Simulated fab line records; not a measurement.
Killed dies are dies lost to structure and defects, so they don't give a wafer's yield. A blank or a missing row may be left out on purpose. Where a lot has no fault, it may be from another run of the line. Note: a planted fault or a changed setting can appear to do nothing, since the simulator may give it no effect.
The tool behind it: which one? / flow n5-finfet / 8 lots, 24 wafers sampled, at 8 steps of a route of 1938

== WHAT EACH GAUGE READ, for each wafer ==
N5_BEOL_M0_SAQP_INSPECT_16: inspects for defects (brightfield). Usual: raw-defect-count reads 509 (standard deviation 160).
lot=L725; measured=day 5 17:53; on=defect-inspect-01; raw-defect-count=555 775 466; flag=
lot=L728; measured=day 6 12:28; on=defect-inspect-02; raw-defect-count=506 618 486; flag=
lot=L729; measured=day 6 16:58; on=defect-inspect-02; raw-defect-count=489 402 370; flag=
lot=L734; measured=day 7 20:50; on=defect-inspect-02; raw-defect-count=782 434 474; flag=
lot=L735; measured=day 8 05:19; on=defect-inspect-02; raw-defect-count=365 381 587; flag=
lot=L737; measured=day 8 17:43; on=defect-inspect-01; raw-defect-count=1083 1058 1135; flag=OFF
lot=L738; measured=day 9 00:02; on=defect-inspect-02; raw-defect-count=1105 1345 1315; flag=OFF
lot=L747; measured=day 11 04:02; on=defect-inspect-02; raw-defect-count=408 502 356; flag=

N5_BEOL_M0_SAQP_INSPECT_42: inspects for defects (brightfield). Usual: raw-defect-count reads 299 (standard deviation 88).
lot=L725; measured=day 5 22:17; on=defect-inspect-01; raw-defect-count=272 348 279; flag=
lot=L728; measured=day 6 17:23; on=defect-inspect-01; raw-defect-count=347 291 259; flag=
lot=L729; measured=day 6 21:02; on=defect-inspect-02; raw-defect-count=282 223 343; flag=
lot=L734; measured=day 8 01:01; on=defect-inspect-01; raw-defect-count=540 334 337; flag=
lot=L735; measured=day 8 09:35; on=defect-inspect-01; raw-defect-count=254 248 462; flag=
lot=L737; measured=day 8 21:48; on=defect-inspect-02; raw-defect-count=928 1022 939; flag=OFF
lot=L738; measured=day 9 04:28; on=defect-inspect-02; raw-defect-count=885 975 931; flag=OFF
lot=L747; measured=day 11 08:05; on=defect-inspect-01; raw-defect-count=314 290 245; flag=

N5_BEOL_M0_CUTY_INSPECT_59: inspects for defects (macro). Usual: raw-defect-count reads 2.1 (standard deviation 1.4).
lot=L725; measured=day 5 23:46; on=defect-inspect-01; raw-defect-count=3 3 1; flag=
lot=L728; measured=day 6 18:47; on=defect-inspect-01; raw-defect-count=1 3 0; flag=
lot=L729; measured=day 6 22:18; on=defect-inspect-01; raw-defect-count=3 1 1; flag=
lot=L734; measured=day 8 02:25; on=defect-inspect-01; raw-defect-count=2 2 1; flag=
lot=L735; measured=day 8 11:04; on=defect-inspect-02; raw-defect-count=4 0 3; flag=
lot=L737; measured=day 8 23:53; on=defect-inspect-02; raw-defect-count=>300 >300 >300; flag=OFF
lot=L738; measured=day 9 05:43; on=defect-inspect-02; raw-defect-count=>300 >300 >300; flag=OFF
lot=L747; measured=day 11 09:20; on=defect-inspect-01; raw-defect-count=1 1 5; flag=

N5_BEOL_M4_RC_MEAS_101. Usual: DIBL_N 36.1 mV/V, standard deviation 1.9; DIBL_P 36.1 mV/V, standard deviation 2.4; IOFF_N 0.15 nA/um, standard deviation 0.032; IOFF_P 0.21 nA/um, standard deviation 0.036; ION_N 673 uA/um, standard deviation 12; ION_P 463 uA/um, standard deviation 7.6; SS_N 71.5 mV/dec, standard deviation 0.63; SS_P 73.1 mV/dec, standard deviation 0.65; VT_N 251 mV, standard deviation 3.1; VT_P -250 mV, standard deviation 3.2.
lot=L725; measured=day 10 06:14; on=prober-02; DIBL_N (mV/V)=40.9 39.8 40.4; DIBL_P (mV/V)=42.8 41.1 41.4; IOFF_N (nA/um)=0.23 0.23 0.22; IOFF_P (nA/um)=0.29 0.26 0.25; ION_N (uA/um)=690 686 673; ION_P (uA/um)=468 462 460; SS_N (mV/dec)=72.8 72.7 72.8; SS_P (mV/dec)=75.1 74.3 74.4; VT_N (mV)=246 245 247; VT_P (mV)=-246 -250 -250; flag=
lot=L728; measured=day 12 06:22; on=prober-02; DIBL_N (mV/V)=35.6 32.7 33.3; DIBL_P (mV/V)=34.3 31.2 31.2; IOFF_N (nA/um)=0.13 0.10 0.11; IOFF_P (nA/um)=0.21 0.16 0.17; ION_N (uA/um)=655 653 672; ION_P (uA/um)=456 456 465; SS_N (mV/dec)=71.2 70.6 70.6; SS_P (mV/dec)=73.0 72.5 72.5; VT_N (mV)=254 256 254; VT_P (mV)=-249 -253 -250; flag=
lot=L729; measured=day 12 02:32; on=prober-01; DIBL_N (mV/V)=36.4 36.0 36.7; DIBL_P (mV/V)=37.3 36.2 37.5; IOFF_N (nA/um)=0.16 0.15 0.17; IOFF_P (nA/um)=0.22 0.20 0.22; ION_N (uA/um)=674 678 683; ION_P (uA/um)=461 470 468; SS_N (mV/dec)=72.7 72.3 72.2; SS_P (mV/dec)=73.3 72.6 73.2; VT_N (mV)=251 252 248; VT_P (mV)=-247 -251 -247; flag=
lot=L734; measured=day 13 04:46; on=prober-02; DIBL_N (mV/V)=36.5 34.2 34.2; DIBL_P (mV/V)=36.2 33.7 33.5; IOFF_N (nA/um)=0.14 0.11 0.11; IOFF_P (nA/um)=0.19 0.16 0.15; ION_N (uA/um)=669 662 658; ION_P (uA/um)=460 467 455; SS_N (mV/dec)=70.8 70.6 70.9; SS_P (mV/dec)=72.8 72.4 72.8; VT_N (mV)=253 255 256; VT_P (mV)=-250 -251 -254; flag=
lot=L735; measured=day 13 19:52; on=prober-01; DIBL_N (mV/V)=39.7 35.5 38.8; DIBL_P (mV/V)=39.9 34.3 38.9; IOFF_N (nA/um)=0.23 0.15 0.19; IOFF_P (nA/um)=0.25 0.16 0.23; ION_N (uA/um)=696 674 671; ION_P (uA/um)=467 459 460; SS_N (mV/dec)=72.6 71.7 71.9; SS_P (mV/dec)=73.8 73.0 73.4; VT_N (mV)=247 248 249; VT_P (mV)=-251 -255 -250; flag=
lot=L737; measured=day 13 21:08; on=prober-02; DIBL_N (mV/V)=35.0 36.9 35.4; DIBL_P (mV/V)=34.0 35.9 33.5; IOFF_N (nA/um)=0.13 0.15 0.13; IOFF_P (nA/um)=0.18 0.21 0.18; ION_N (uA/um)=681 660 670; ION_P (uA/um)=470 453 458; SS_N (mV/dec)=70.8 72.0 71.0; SS_P (mV/dec)=72.6 72.5 72.5; VT_N (mV)=253 253 250; VT_P (mV)=-253 -251 -254; flag=
lot=L738; measured=day 13 17:55; on=prober-02; DIBL_N (mV/V)=35.0 34.5 37.4; DIBL_P (mV/V)=35.5 35.7 39.5; IOFF_N (nA/um)=0.14 0.14 0.19; IOFF_P (nA/um)=0.21 0.21 0.28; ION_N (uA/um)=663 670 677; ION_P (uA/um)=456 468 467; SS_N (mV/dec)=71.5 71.2 71.6; SS_P (mV/dec)=72.9 72.8 74.7; VT_N (mV)=253 252 248; VT_P (mV)=-248 -251 -246; flag=
lot=L747; measured=day 16 01:57; on=prober-01; DIBL_N (mV/V)=36.0 36.3 37.1; DIBL_P (mV/V)=38.2 37.8 38.4; IOFF_N (nA/um)=0.16 0.16 0.18; IOFF_P (nA/um)=0.22 0.20 0.22; ION_N (uA/um)=676 672 672; ION_P (uA/um)=464 458 462; SS_N (mV/dec)=71.4 72.0 72.2; SS_P (mV/dec)=73.3 73.1 73.3; VT_N (mV)=253 254 252; VT_P (mV)=-250 -249 -250; flag=

== WHICH TOOL RAN EACH LOT (tool, then ch and the chambers of the sampled wafers, then the start) ==
lot=L725; N5_MOL_CONTACT_COAG_CMP_52=cmp-02 ch 0,1, day 5 11:33; N5_BEOL_M0_SAQP_PECVD_96=pecvd-04 ch 1,2, day 5 17:11; N5_BEOL_M0_SAQP_PECVD_04=pecvd-04 ch 1,2, day 5 17:16; N5_BEOL_M0_SAQP_HM_OPEN_112=rie-diel-02 ch 0,1,3, day 5 18:14
lot=L728; N5_MOL_CONTACT_COAG_CMP_52=cmp-02 ch 0,2,3, day 6 07:46; N5_BEOL_M0_SAQP_PECVD_96=pecvd-01 ch 1,2, day 6 11:41; N5_BEOL_M0_SAQP_PECVD_04=pecvd-01 ch 1,2, day 6 11:49; N5_BEOL_M0_SAQP_HM_OPEN_112=rie-diel-05 ch 0,2,3, day 6 13:26
lot=L729; N5_MOL_CONTACT_COAG_CMP_52=cmp-02 ch 0,1,2, day 6 09:58; N5_BEOL_M0_SAQP_PECVD_96=pecvd-02 ch 0,1,2, day 6 16:23; N5_BEOL_M0_SAQP_PECVD_04=pecvd-02 ch 0,1,2, day 6 16:29; N5_BEOL_M0_SAQP_HM_OPEN_112=rie-diel-06 ch 0,2,3, day 6 17:11
lot=L734; N5_MOL_CONTACT_COAG_CMP_52=cmp-01 ch 0,1, day 7 16:03; N5_BEOL_M0_SAQP_PECVD_96=pecvd-02 ch 0,2, day 7 20:07; N5_BEOL_M0_SAQP_PECVD_04=pecvd-02 ch 0,2, day 7 20:12; N5_BEOL_M0_SAQP_HM_OPEN_112=rie-diel-02 ch 0,2,3, day 7 21:03
lot=L735; N5_MOL_CONTACT_COAG_CMP_52=cmp-04 ch 1,2, day 8 00:38; N5_BEOL_M0_SAQP_PECVD_96=pecvd-02 ch 0,2, day 8 04:43; N5_BEOL_M0_SAQP_PECVD_04=pecvd-02 ch 0,2, day 8 04:48; N5_BEOL_M0_SAQP_HM_OPEN_112=rie-diel-06 ch 0,3, day 8 05:32
lot=L737; N5_MOL_CONTACT_COAG_CMP_52=cmp-01 ch 0,1, day 8 11:58; N5_BEOL_M0_SAQP_PECVD_96=pecvd-02 ch 0,1,2, day 8 17:01; N5_BEOL_M0_SAQP_PECVD_04=pecvd-02 ch 0,1,2, day 8 17:07; N5_BEOL_M0_SAQP_HM_OPEN_112=rie-diel-06 ch 0,1,2, day 8 17:58
lot=L738; N5_MOL_CONTACT_COAG_CMP_52=cmp-04 ch 2,3, day 8 17:50; N5_BEOL_M0_SAQP_PECVD_96=pecvd-02 ch 0,1,2, day 8 23:26; N5_BEOL_M0_SAQP_PECVD_04=pecvd-02 ch 0,1,2, day 8 23:31; N5_BEOL_M0_SAQP_HM_OPEN_112=rie-diel-02 ch 0,1,2, day 9 00:17
lot=L747; N5_MOL_CONTACT_COAG_CMP_52=cmp-01 ch 0,1,3, day 10 23:28; N5_BEOL_M0_SAQP_PECVD_96=pecvd-04 ch 0,1,2, day 11 03:26; N5_BEOL_M0_SAQP_PECVD_04=pecvd-04 ch 0,1,2, day 11 03:31; N5_BEOL_M0_SAQP_HM_OPEN_112=rie-diel-05 ch 0,1,3, day 11 04:16
- N5_MOL_CONTACT_COAG_CMP_52: polishes, stops on SiO2, t overpolish 1.5 s, target thk 66.5 nm.
- N5_BEOL_M0_SAQP_PECVD_96: deposits a-Si from SiH4/He, target thk 45 nm, time 45.2 s.
- N5_BEOL_M0_SAQP_PECVD_04: deposits a-Si from SiH4/He, target thk 60 nm, time 60.2 s.
- N5_BEOL_M0_SAQP_HM_OPEN_112: chemistry CHF3/O2, target SiO2, stops on a-Si, target depth 12 nm, time 13.5 s.

== AS READ BY THE TOOLS THEMSELVES (means over the sampled wafers that have a number; for cases with no such wafer, the mark the record gives instead) ==
N5_MOL_CONTACT_COAG_CMP_52. Usual: motor-current-A 12.2 A, standard deviation 0.99; overpolish-run-s 1.499 s, standard deviation 0.0095; time-to-endpoint-s 13.0 s, standard deviation 2.7.
lot=L725; tool=cmp-02; motor-current-A (A)=11.7; overpolish-run-s (s)=1.500; time-to-endpoint-s (s)=11.7; flag=
lot=L728; tool=cmp-02; motor-current-A (A)=12.4; overpolish-run-s (s)=1.496; time-to-endpoint-s (s)=14.6; flag=
lot=L729; tool=cmp-02; motor-current-A (A)=12.4; overpolish-run-s (s)=1.501; time-to-endpoint-s (s)=14.3; flag=
lot=L734; tool=cmp-01; motor-current-A (A)=13.0; overpolish-run-s (s)=1.496; time-to-endpoint-s (s)=11.6; flag=
lot=L735; tool=cmp-04; motor-current-A (A)=11.1; overpolish-run-s (s)=1.491; time-to-endpoint-s (s)=13.5; flag=
lot=L737; tool=cmp-01; motor-current-A (A)=12.6; overpolish-run-s (s)=1.513; time-to-endpoint-s (s)=11.8; flag=
lot=L738; tool=cmp-04; motor-current-A (A)=11.8; overpolish-run-s (s)=1.494; time-to-endpoint-s (s)=14.4; flag=
lot=L747; tool=cmp-01; motor-current-A (A)=12.6; overpolish-run-s (s)=1.501; time-to-endpoint-s (s)=11.2; flag=

N5_BEOL_M0_SAQP_PECVD_96. Usual: heater-power-w 648 W, standard deviation 52; showerhead-plenum-p-Torr 5.65 Torr, standard deviation 0.05; showerhead-vpp-V 614 V, standard deviation 36; throttle-valve-pct 18.4 %, standard deviation 1.5.
lot=L725; tool=pecvd-04; heater-power-w (W)=678; showerhead-plenum-p-Torr (Torr)=5.70; showerhead-vpp-V (V)=647; throttle-valve-pct (%)=17.7; flag=
lot=L728; tool=pecvd-01; heater-power-w (W)=622; showerhead-plenum-p-Torr (Torr)=5.64; showerhead-vpp-V (V)=570; throttle-valve-pct (%)=19.8; flag=
lot=L729; tool=pecvd-02; heater-power-w (W)=591; showerhead-plenum-p-Torr (Torr)=5.64; showerhead-vpp-V (V)=592; throttle-valve-pct (%)=18.5; flag=
lot=L734; tool=pecvd-02; heater-power-w (W)=598; showerhead-plenum-p-Torr (Torr)=5.63; showerhead-vpp-V (V)=592; throttle-valve-pct (%)=17.8; flag=
lot=L735; tool=pecvd-02; heater-power-w (W)=638; showerhead-plenum-p-Torr (Torr)=5.62; showerhead-vpp-V (V)=599; throttle-valve-pct (%)=19.1; flag=
lot=L737; tool=pecvd-02; heater-power-w (W)=654; showerhead-plenum-p-Torr (Torr)=5.64; showerhead-vpp-V (V)=599; throttle-valve-pct (%)=18.5; flag=
lot=L738; tool=pecvd-02; heater-power-w (W)=653; showerhead-plenum-p-Torr (Torr)=5.64; showerhead-vpp-V (V)=596; throttle-valve-pct (%)=18.5; flag=
lot=L747; tool=pecvd-04; heater-power-w (W)=655; showerhead-plenum-p-Torr (Torr)=5.66; showerhead-vpp-V (V)=666; throttle-valve-pct (%)=18.1; flag=

N5_BEOL_M0_SAQP_PECVD_04. Usual: heater-power-w 643 W, standard deviation 50; showerhead-plenum-p-Torr 5.65 Torr, standard deviation 0.05; showerhead-vpp-V 614 V, standard deviation 35; throttle-valve-pct 18.4 %, standard deviation 1.5.
lot=L725; tool=pecvd-04; heater-power-w (W)=695; showerhead-plenum-p-Torr (Torr)=5.68; showerhead-vpp-V (V)=652; throttle-valve-pct (%)=17.8; flag=
lot=L728; tool=pecvd-01; heater-power-w (W)=699; showerhead-plenum-p-Torr (Torr)=5.65; showerhead-vpp-V (V)=578; throttle-valve-pct (%)=19.8; flag=
lot=L729; tool=pecvd-02; heater-power-w (W)=596; showerhead-plenum-p-Torr (Torr)=5.64; showerhead-vpp-V (V)=593; throttle-valve-pct (%)=18.6; flag=
lot=L734; tool=pecvd-02; heater-power-w (W)=657; showerhead-plenum-p-Torr (Torr)=5.62; showerhead-vpp-V (V)=591; throttle-valve-pct (%)=17.9; flag=
lot=L735; tool=pecvd-02; heater-power-w (W)=651; showerhead-plenum-p-Torr (Torr)=5.62; showerhead-vpp-V (V)=595; throttle-valve-pct (%)=19.1; flag=
lot=L737; tool=pecvd-02; heater-power-w (W)=649; showerhead-plenum-p-Torr (Torr)=5.64; showerhead-vpp-V (V)=594; throttle-valve-pct (%)=18.7; flag=
lot=L738; tool=pecvd-02; heater-power-w (W)=649; showerhead-plenum-p-Torr (Torr)=5.63; showerhead-vpp-V (V)=595; throttle-valve-pct (%)=18.5; flag=
lot=L747; tool=pecvd-04; heater-power-w (W)=627; showerhead-plenum-p-Torr (Torr)=5.67; showerhead-vpp-V (V)=664; throttle-valve-pct (%)=18.1; flag=

N5_BEOL_M0_SAQP_HM_OPEN_112. Usual: value, then standard deviation, for each; bias-w 170.0 W / 0.48; drypump-motor-current-A 5.8 A / 0.67; oes_o_777_au 0.78 a.u. / 0.064; oes-product-au 0.50 a.u. / 0.038; rf-vpp-V 521 V / 6.6; showerhead-plenum-p-Torr 2.39 Torr / 0.068; throttle-valve-pct 18.81 % / 0.22.
lot=L725; tool=rie-diel-02; bias-w (W)=170.0; drypump-motor-current-A (A)=5.4; oes_o_777_au (a.u.)=0.75; oes-product-au (a.u.)=0.49; rf-vpp-V (V)=520; showerhead-plenum-p-Torr (Torr)=2.34; throttle-valve-pct (%)=18.88; flag=
lot=L728; tool=rie-diel-05; bias-w (W)=169.7; drypump-motor-current-A (A)=5.7; oes_o_777_au (a.u.)=0.74; oes-product-au (a.u.)=0.48; rf-vpp-V (V)=526; showerhead-plenum-p-Torr (Torr)=2.46; throttle-valve-pct (%)=18.85; flag=
lot=L729; tool=rie-diel-06; bias-w (W)=169.9; drypump-motor-current-A (A)=6.1; oes_o_777_au (a.u.)=0.79; oes-product-au (a.u.)=0.50; rf-vpp-V (V)=515; showerhead-plenum-p-Torr (Torr)=2.38; throttle-valve-pct (%)=18.65; flag=
lot=L734; tool=rie-diel-02; bias-w (W)=169.8; drypump-motor-current-A (A)=5.8; oes_o_777_au (a.u.)=0.76; oes-product-au (a.u.)=0.49; rf-vpp-V (V)=523; showerhead-plenum-p-Torr (Torr)=2.32; throttle-valve-pct (%)=18.94; flag=
lot=L735; tool=rie-diel-06; bias-w (W)=170.3; drypump-motor-current-A (A)=6.1; oes_o_777_au (a.u.)=0.75; oes-product-au (a.u.)=0.48; rf-vpp-V (V)=515; showerhead-plenum-p-Torr (Torr)=2.34; throttle-valve-pct (%)=18.57; flag=
lot=L737; tool=rie-diel-06; bias-w (W)=170.0; drypump-motor-current-A (A)=5.6; oes_o_777_au (a.u.)=0.78; oes-product-au (a.u.)=0.50; rf-vpp-V (V)=520; showerhead-plenum-p-Torr (Torr)=2.42; throttle-valve-pct (%)=18.83; flag=
lot=L738; tool=rie-diel-02; bias-w (W)=170.2; drypump-motor-current-A (A)=5.6; oes_o_777_au (a.u.)=0.79; oes-product-au (a.u.)=0.52; rf-vpp-V (V)=524; showerhead-plenum-p-Torr (Torr)=2.38; throttle-valve-pct (%)=18.92; flag=
lot=L747; tool=rie-diel-05; bias-w (W)=169.8; drypump-motor-current-A (A)=6.1; oes_o_777_au (a.u.)=0.73; oes-product-au (a.u.)=0.48; rf-vpp-V (V)=523; showerhead-plenum-p-Torr (Torr)=2.42; throttle-valve-pct (%)=18.84; flag=

== THE ANSWER, worked out from the rows above alone ==
Rule: a lot is off if the mean of its wafers that have a number lies more than 3 standard deviations from the usual mean. A lot without any number at a reading at which 4 lots or more have one is off too. All remaining lots with rows at the step are treated as sound. Order of review: gauges by route order, followed by the tools' own readings, for which a lot's mean as printed above is used. At the first step where some lot is off, the reading lying furthest off is the one used; lots without a number count as furthest.
Off, at N5_BEOL_M0_SAQP_INSPECT_16 on raw-defect-count: L737, L738.
If a tool, at a process step before that reading, ran all the lots that are off and no sound lot after the first of them, it fits. Those tools and the gauges at N5_BEOL_M0_SAQP_INSPECT_16 are tried in the same way. One fits: N5_BEOL_M0_SAQP_PECVD_96 and N5_BEOL_M0_SAQP_PECVD_04 on pecvd-02. At N5_BEOL_M0_SAQP_PECVD_96 its last sound lot is L735 (day 8 04:43), its first lot that is off L737 (day 8 17:01): a fault that began between those two fits.

== WHAT THE SIMULATOR HAD INSERTED ==
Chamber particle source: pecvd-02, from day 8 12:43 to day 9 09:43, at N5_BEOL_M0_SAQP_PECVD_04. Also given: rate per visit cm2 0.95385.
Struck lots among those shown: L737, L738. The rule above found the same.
